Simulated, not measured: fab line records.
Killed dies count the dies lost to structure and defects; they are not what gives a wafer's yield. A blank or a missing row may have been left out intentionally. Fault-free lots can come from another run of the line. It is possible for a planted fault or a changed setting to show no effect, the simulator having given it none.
Which of the tools did it?	flow nand-harc	39 wafers from 13 lots sampled at 6 of the route's 1302 steps

## WHAT THE GAUGES SHOWED, per wafer
NHARC_A_M0_CD_MEAS_09: target cd 80 nm. Usual: cd-nm reads 80.0 nm (standard deviation 0.63).
lot	measured	on	cd-nm (nm)	flag
L903	day 23 09:50	cd-sem-02	79.9 79.2 80.4	
L901	day 23 10:28	cd-sem-02	79.7 79.8 80.2	
L902	day 23 13:32	cd-sem-01	80.1 79.2 80.5	
L904	day 23 20:19	cd-sem-01	79.6 79.7 79.7	
L905	day 24 22:01	cd-sem-01	80.0 79.5 79.9	
L906	day 25 00:46	cd-sem-01	79.8 79.4 79.8	
L907	day 25 23:07	cd-sem-03	80.4 80.3 79.3	
L908	day 26 18:19	cd-sem-03	80.9 80.9 80.9	
L909	day 27 00:07	cd-sem-03	80.7 81.1 80.4	
L912	day 27 22:00	cd-sem-03	79.6 80.2 81.0	
L917	day 30 00:32	cd-sem-03	75.3 59.1 72.8	OFF
L921	day 31 07:36	cd-sem-03	80.1 80.0 80.3	
L924	day 32 21:46	cd-sem-02	79.5 79.0 79.2	

NHARC_A_M0_CD_MEAS_16. Usual: cd-nm reads 80.0 nm (standard deviation 0.97).
lot	measured	on	cd-nm (nm)	flag
L903	day 23 10:19	cd-sem-01	79.8 79.6 80.2	
L901	day 23 10:57	cd-sem-02	79.8 78.6 79.7	
L902	day 23 14:01	cd-sem-01	79.5 79.5 79.3	
L904	day 23 20:48	cd-sem-02	79.3 79.9 79.7	
L905	day 24 22:31	cd-sem-02	79.7 79.9 80.3	
L906	day 25 01:17	cd-sem-03	79.9 79.4 79.7	
L907	day 25 23:35	cd-sem-01	81.9 79.4 79.4	
L908	day 26 18:48	cd-sem-03	81.1 80.4 81.5	
L909	day 27 00:37	cd-sem-03	81.5 81.1 81.1	
L912	day 27 22:29	cd-sem-01	80.0 79.4 82.0	
L917	day 30 01:01	cd-sem-03	74.9 60.1 73.9	OFF
L921	day 31 08:05	cd-sem-03	80.2 79.6 80.5	
L924	day 32 22:16	cd-sem-01	79.7 78.8 78.1	

## WHICH TOOL RAN EACH LOT (tool, then ch and the chambers of the sampled wafers, then the start)
lot	NHARC_A_CONTACT_CVD_19	NHARC_A_BLC_ETCH_17	NHARC_A_BLC_STRIP_29	NHARC_A_M0_EXPOSE_06
L903	cvd-w-01 ch 0,1, day 23 07:02 or earlier	rie-diel-12 ch 0,1,2, day 23 07:02 or earlier	rie-diel-11 ch 1,2,3, day 23 07:02	arfi-scanner-02 ch 0, day 23 09:41
L901	cvd-w-02 ch 0,1, day 23 07:40 or earlier	rie-diel-10 ch 0,1,2, day 23 07:40 or earlier	rie-diel-12 ch 0,2,3, day 23 07:40	arfi-scanner-01 ch 0, day 23 10:19
L902	cvd-w-02 ch 0,1, day 23 10:52 or earlier	rie-diel-11 ch 1,2, day 23 10:52 or earlier	rie-diel-12 ch 1,2,3, day 23 10:52	arfi-scanner-01 ch 0, day 23 13:23
L904	cvd-w-02 ch 0,1, day 23 17:39 or earlier	rie-diel-10 ch 0,1,2, day 23 17:39 or earlier	rie-diel-12 ch 0,1,3, day 23 17:39	arfi-scanner-01 ch 0, day 23 20:10
L905	cvd-w-02 ch 0,1, day 24 19:02 or earlier	rie-diel-10 ch 0,2,3, day 24 19:02 or earlier	rie-diel-12 ch 0,1,2, day 24 19:02	arfi-scanner-03 ch 0, day 24 21:53
L906	cvd-w-01 ch 0,1, day 24 21:59 or earlier	rie-diel-12 ch 1,2,3, day 24 21:59 or earlier	rie-diel-10 ch 0,2,3, day 24 21:59	arfi-scanner-02 ch 0, day 25 00:37
L907	cvd-w-02 ch 0,1, day 25 20:25 or earlier	rie-diel-12 ch 0,1, day 25 20:25 or earlier	rie-diel-10 ch 0,1,3, day 25 20:25	arfi-scanner-02 ch 0, day 25 22:58
L908	cvd-w-01 ch 0,1, day 26 15:31 or earlier	rie-diel-10 ch 1,2,3, day 26 15:31 or earlier	rie-diel-12 ch 0,1,3, day 26 15:31	arfi-scanner-01 ch 0, day 26 18:10
L909	cvd-w-01 ch 0,1, day 26 21:20 or earlier	rie-diel-10 ch 0,3, day 26 21:20 or earlier	rie-diel-12 ch 0,1, day 26 21:20	arfi-scanner-03 ch 0, day 26 23:59
L912	cvd-w-01 ch 0,1, day 27 19:10 or earlier	rie-diel-12 ch 0,1,2, day 27 19:10 or earlier	rie-diel-12 ch 1,2, day 27 19:10	arfi-scanner-03 ch 0, day 27 21:52
L917	cvd-w-01 ch 0,1, day 29 21:43 or earlier	rie-diel-10 ch 0,1,2, day 29 21:43 or earlier	rie-diel-12 ch 0,1,2, day 29 21:43	arfi-scanner-02 ch 0, day 30 00:23
L921	cvd-w-02 ch 1, day 31 04:23 or earlier	rie-diel-10 ch 1,2, day 31 04:23 or earlier	rie-diel-12 ch 0,2, day 31 04:23	arfi-scanner-03 ch 0, day 31 07:28
L924	cvd-w-01 ch 0,1, day 32 18:55 or earlier	rie-diel-12 ch 0,2,3, day 32 18:55 or earlier	rie-diel-10 ch 1,2,3, day 32 18:55	arfi-scanner-03 ch 0, day 32 21:38
- NHARC_A_CONTACT_CVD_19: deposits W, target thk 300 nm, time 802 s.
- NHARC_A_BLC_ETCH_17: etches the open film in N2/H2, target depth 390 nm, time 609.38 s.
- NHARC_A_BLC_STRIP_29: strips in CF4.
- NHARC_A_M0_EXPOSE_06: exposes mask A M0, target cd 80 nm.

## AS READ BY THE TOOLS THEMSELVES (means over the sampled wafers that have a number; for cases with no such wafer, the mark the record gives instead)
NHARC_A_CONTACT_CVD_19. Usual: heater-power-w 467 W, standard deviation 32; throttle-valve-pct 8.05 %, standard deviation 0.26.
lot	tool	heater-power-w (W)	throttle-valve-pct (%)	flag
L903	cvd-w-01	474	8.20	
L901	cvd-w-02	477	8.00	
L902	cvd-w-02	456	7.86	
L904	cvd-w-02	475	8.01	
L905	cvd-w-02	453	7.98	
L906	cvd-w-01	479	7.96	
L907	cvd-w-02	459	7.79	
L908	cvd-w-01	486	7.98	
L909	cvd-w-01	462	8.00	
L912	cvd-w-01	459	8.03	
L917	cvd-w-01	496	8.06	
L921	cvd-w-02	457	8.21	
L924	cvd-w-01	482	8.17	

NHARC_A_BLC_ETCH_17. Usual: drypump-motor-current-A 5.8 A, standard deviation 0.47; h2-flow-sccm 150.1 sccm, standard deviation 0.41; oes-product-au 1.002 a.u., standard deviation 0.01; rf-vpp-V 429.7 V, standard deviation 2.3; showerhead-plenum-p-Torr 2.01 Torr, standard deviation 0.079; throttle-valve-pct 14.171 %, standard deviation 0.01.
lot	tool	drypump-motor-current-A (A)	h2-flow-sccm (sccm)	oes-product-au (a.u.)	rf-vpp-V (V)	showerhead-plenum-p-Torr (Torr)	throttle-valve-pct (%)	flag
L903	rie-diel-12	5.8	150.0	0.997	430.3	2.03	14.163	
L901	rie-diel-10	5.5	150.3	0.993	430.1	2.04	14.163	
L902	rie-diel-11	5.4	150.2	1.008	427.5	1.92	14.178	
L904	rie-diel-10	5.5	150.5	0.989	431.5	2.04	14.164	
L905	rie-diel-10	5.7	150.0	1.001	430.4	2.04	14.169	
L906	rie-diel-12	6.3	150.1	1.000	429.4	2.01	14.163	
L907	rie-diel-12	5.8	149.5	1.005	430.8	2.05	14.184	
L908	rie-diel-10	5.4	150.0	0.988	429.5	2.03	14.170	
L909	rie-diel-10	6.0	149.9	1.012	428.3	1.97	14.163	
L912	rie-diel-12	5.8	150.3	1.012	429.5	2.03	14.174	
L917	rie-diel-10	5.5	150.1	0.993	430.7	2.04	14.164	
L921	rie-diel-10	5.2	149.8	0.993	430.7	2.04	14.163	
L924	rie-diel-12	5.9	150.3	1.012	430.2	2.04	14.171	

NHARC_A_BLC_STRIP_29. Usual: drypump-motor-current-A 5.8 A, standard deviation 0.51; oes-product-au 1.002 a.u., standard deviation 0.011; rf-vpp-V 59.2 V, standard deviation 0.94; showerhead-plenum-p-Torr 1.75 Torr, standard deviation 0.053; throttle-valve-pct 13.284 %, standard deviation 0.009.
lot	tool	drypump-motor-current-A (A)	oes-product-au (a.u.)	rf-vpp-V (V)	showerhead-plenum-p-Torr (Torr)	throttle-valve-pct (%)	flag
L903	rie-diel-11	5.6	1.002	58.2	1.67	13.283	
L901	rie-diel-12	5.9	0.991	58.4	1.77	13.295	
L902	rie-diel-12	6.3	0.994	59.5	1.74	13.285	
L904	rie-diel-12	5.9	1.001	59.7	1.78	13.286	
L905	rie-diel-12	5.8	1.003	59.5	1.76	13.278	
L906	rie-diel-10	5.7	0.998	59.0	1.77	13.281	
L907	rie-diel-10	5.7	0.994	59.5	1.72	13.280	
L908	rie-diel-12	5.9	1.003	59.1	1.78	13.284	
L909	rie-diel-12	5.5	1.005	60.3	1.80	13.286	
L912	rie-diel-12	6.1	1.013	57.7	1.73	13.284	
L917	rie-diel-12	5.8	1.006	59.1	1.76	13.288	
L921	rie-diel-12	5.5	1.008	59.7	1.78	13.281	
L924	rie-diel-10	5.4	0.990	59.1	1.76	13.273	

NHARC_A_M0_EXPOSE_06. Usual: exposure-dose-mJ-cm2 83.14, standard deviation 0.085; reticle-temp-C 22.99 C, standard deviation 0.1; stage-vel-mm-s 499.97 mm/s, standard deviation 0.29.
lot	tool	exposure-dose-mJ-cm2	reticle-temp-C (C)	stage-vel-mm-s (mm/s)	flag
L903	arfi-scanner-02	83.18	22.96	499.75	
L901	arfi-scanner-01	83.13	22.97	499.98	
L902	arfi-scanner-01	83.07	23.03	500.27	
L904	arfi-scanner-01	83.12	23.16	500.14	
L905	arfi-scanner-03	83.30	23.01	499.67	
L906	arfi-scanner-02	83.24	23.02	499.99	
L907	arfi-scanner-02	83.12	22.97	499.99	
L908	arfi-scanner-01	83.18	22.99	500.19	
L909	arfi-scanner-03	83.09	23.10	499.93	
L912	arfi-scanner-03	83.05	22.95	499.66	
L917	arfi-scanner-02	85.91	22.96	499.89	OFF
L921	arfi-scanner-03	83.12	22.97	500.21	
L924	arfi-scanner-03	83.14	23.04	500.22	

## THE ANSWER, worked out from the rows above alone
Rule: a lot is off if the mean of its wafers that have a number lies more than 3 standard deviations from the usual mean. Also off: a lot with no number at a reading for which 4 or more lots have one. Where the step has rows for the other lots, those lots are counted as sound. First the gauges in route order, then the tools' own readings, where a lot's mean is used as printed above. The first step at which some lot is off is used, and at that step the reading that is off furthest; a lot without a number counts as furthest.
Off: L917 (NHARC_A_M0_CD_MEAS_09, cd-nm).
If a tool, at a process step before that reading, ran all the lots that are off and no sound lot after the first of them, it fits. The gauges at NHARC_A_M0_CD_MEAS_09 aren't tried: what is off there is off at NHARC_A_M0_EXPOSE_06 too, on other tools, and a gauge's error can't cause that. NHARC_A_CONTACT_CVD_19: start missing for some lots; hours and lot order therefore follow NHARC_A_BLC_STRIP_29. NHARC_A_BLC_ETCH_17: start missing for some lots; hours and lot order therefore follow NHARC_A_BLC_STRIP_29. One candidate fits, namely arfi-scanner-02 at NHARC_A_M0_EXPOSE_06. A fault onset in the window from L907 (day 25 22:58, its last sound lot) to L917 (day 30 00:23, its first lot off) fits.
On the lots that are off, the tool's own readings at NHARC_A_M0_EXPOSE_06 differ by more than 5 times the standard deviation of the sound lots' means, which bears it out; exposure-dose-mJ-cm2 reads 85.91 there versus 83.14 on the sound lots.

## WHAT THE SIMULATOR HAD INSERTED
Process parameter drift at NHARC_A_M0_EXPOSE_06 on arfi-scanner-02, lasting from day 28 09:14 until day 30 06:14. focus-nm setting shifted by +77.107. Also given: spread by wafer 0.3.
Shown lots that were struck: L917. This agrees with what the rule above found.
